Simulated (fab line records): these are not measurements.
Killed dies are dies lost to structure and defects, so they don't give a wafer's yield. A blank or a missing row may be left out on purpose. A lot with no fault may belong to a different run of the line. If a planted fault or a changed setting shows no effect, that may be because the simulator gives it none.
Struck lot and sound lot, side by side	flow n5-finfet	36 steps out of a route of 1938
Sound: wafers L549.1, L549.3, L549.4. Wafers L563.3, L563.4, L563.6 were the ones struck. The cause is given at the end.
Order at every step that has rows: each side's tool, ch and its chambers, its first start. Under that, the readings that differ: sound wafers	struck wafers	difference of the means	sigmas: that difference in standard deviations of wafers without a fault.
alike: words and numbers the same on both sides, and readings whose means are apart by under 2 such deviations; not compared: readings that were withheld, readings missing a value for some wafer, numbers with overlapping values and no deviation given by the record, and bounds like >300 which may hide the same value.
The two part at a step that has a row with sigmas, a row that says differs or no value, or rows on one side only. Numbers that don't overlap but have no deviation are shown without sigmas and don't part them. A reading that every wafer of one side lacks parts them only if that side has two wafers or more.

first, 9 steps without rows for these wafers: N5_BEOL_M4_ANNEAL_95 (time 240 s); N5_BEOL_M4_SPUTTER_96 (material Cu, target thk 4.5 nm, time 8.29 s); N5_BEOL_M4_ECD_50 (material Cu, target thk 300 nm); N5_BEOL_M4_ANNEAL_51 (time 90 s); N5_BEOL_M4_CMP_52 (polishes, stops on SiOC, t overpolish 6.8 s, target thk 40 nm); N5_BEOL_M4_PRE_CLEAN_60 (time 15 s); N5_BEOL_M4_CO_CAP_55 (material Co, precursor CCTBA/H2, target thk 2 nm, time 102.1 s); N5_BEOL_M4_PRE_CLEAN_56 (time 15 s); N5_BEOL_M4_DEP_57 (deposits SiCN from 3MS/NH3, target thk 8 nm, time 14 s).
N5_BEOL_M4_RC_MEAS_101:
  sound on prober-02 ch 0, day 8 13:29; struck on prober-02 ch 0, day 12 09:26
  alike: DIBL_N, DIBL_P, IOFF_N, IOFF_P, ION_N, ION_P, SS_N, SS_P, VT_N, VT_P
then, 24 steps without rows for these wafers: N5_BEOL_M5_ILD_DEP_00 (deposits SiCOH lowk from DEMS/porogen, target thk 140.64 nm, time 25.9 s); N5_BEOL_M5_CURE_79 (cures SiCOH lowk, time 240 s); N5_BEOL_M5_PECVD_70 (deposits SiO2 from TEOS/O2, target thk 16 nm, time 18 s); N5_BEOL_M5_HM_DEP_02 (deposits TiN, target thk 20 nm); N5_BEOL_M5_COAT_59 (time 60 s, resist thk 60 nm); N5_BEOL_M5_COAT_60 (time 60 s, resist thk 12 nm); N5_BEOL_M5_COAT_71 (time 60 s, resist thk 5 nm); N5_BEOL_M5_COAT_05 (resist thk 30 nm); N5_BEOL_M5_EBR_07; N5_BEOL_M5_SOFTBAKE_06 (time 60 s); N5_BEOL_M5_EXPOSE_08 (exposes mask M5, target cd 28 nm); N5_BEOL_M5_PEB_09 (peb time 60 s); N5_BEOL_M5_DEVELOP_10 (develop time 30 s); N5_BEOL_M5_DESCUM_16 (chemistry O2, time 7 s); N5_BEOL_M5_ETCH_72 (etches underlayer in N2/H2, target depth 6.5 nm, time 5.2 s); N5_BEOL_M5_ETCH_61 (etches SiARC in CF4, target depth 15.6 nm, time 26 s); N5_BEOL_M5_ETCH_62 (etches SOC in N2/H2, target depth 75 nm, overetch 15 nm, time 112.5 s); N5_BEOL_M5_STRIP_63 (strips in N2/H2); N5_BEOL_M5_STRIP_73 (strips in N2/H2); N5_BEOL_M5_STRIP_64 (strips in CF4); N5_BEOL_M5_HM_OPEN_17 (chemistry Cl2/BCl3, target TiN, target depth 20 nm, overetch 6 nm); N5_BEOL_M5_STRIP_19 (strips in O2); N5_BEOL_M5_COAT_65 (time 60 s, resist thk 60 nm); N5_BEOL_M5_COAT_66 (time 60 s, resist thk 12 nm).
N5_BEOL_M9_DEP_56: deposits SiCN from 3MS/NH3, target thk 15 nm, time 26.5 s.
  sound on pecvd-01 ch 0,1, day 10 16:33; struck on pecvd-01 ch 1,2, day 14 07:26
  no value came back on the struck wafers for chamber-pressure-Torr (Torr), rf-fwd-power-W (W), showerhead-plenum-p-Torr (Torr), throttle-valve-pct (%); on the sound wafers chamber-pressure-Torr (Torr) reads 3.002 3.000 3.004
  not compared: since-wet-clean-h
-- a jump in the record: the struck wafers' starts before and after are 2 days apart (it breaks off in module BEOL_M9 and resumes in module PASSIVATION, where the first step shown is number 1936 of the route) --
N5_PASSIVATION_PROBE_49:
  sound: prober-02 at day 13 00:25; struck: prober-02 at day 16 16:23
reading	sound	struck	difference	sigmas
defect-limited-yield (%)	90.2 91.9 92.4	0 0 0	-92	-70
killed_at_M4_up	27 16 23	1085 1086 1087	+1064	+99 or more
killed-dies	116 95 90	1180 1180 1180	+1080	+72
killed-on-rim	15 15 9	152 152 152	+139	+36
sort_bin_5_function (%)	6.0 4.3 4.5	96.0 95.7 95.5	+90.8	+99 or more
sort-n-pass	1064 1085 1090	0 0 0	-1080	-72
sort-yield-pct (%)	90.2 91.9 92.4	0 0 0	-92	-70
  alike: killed_at_M0_to_M3, killed-at-contacts, killed-at-front-end, killed-at-other, killed-open, killed-short, sort_bin_6_memory

== WHERE THEY PART ==
Earliest at N5_BEOL_M9_DEP_56; latest, in this record, at N5_PASSIVATION_PROBE_49.

WHY: what had been put in by the simulator
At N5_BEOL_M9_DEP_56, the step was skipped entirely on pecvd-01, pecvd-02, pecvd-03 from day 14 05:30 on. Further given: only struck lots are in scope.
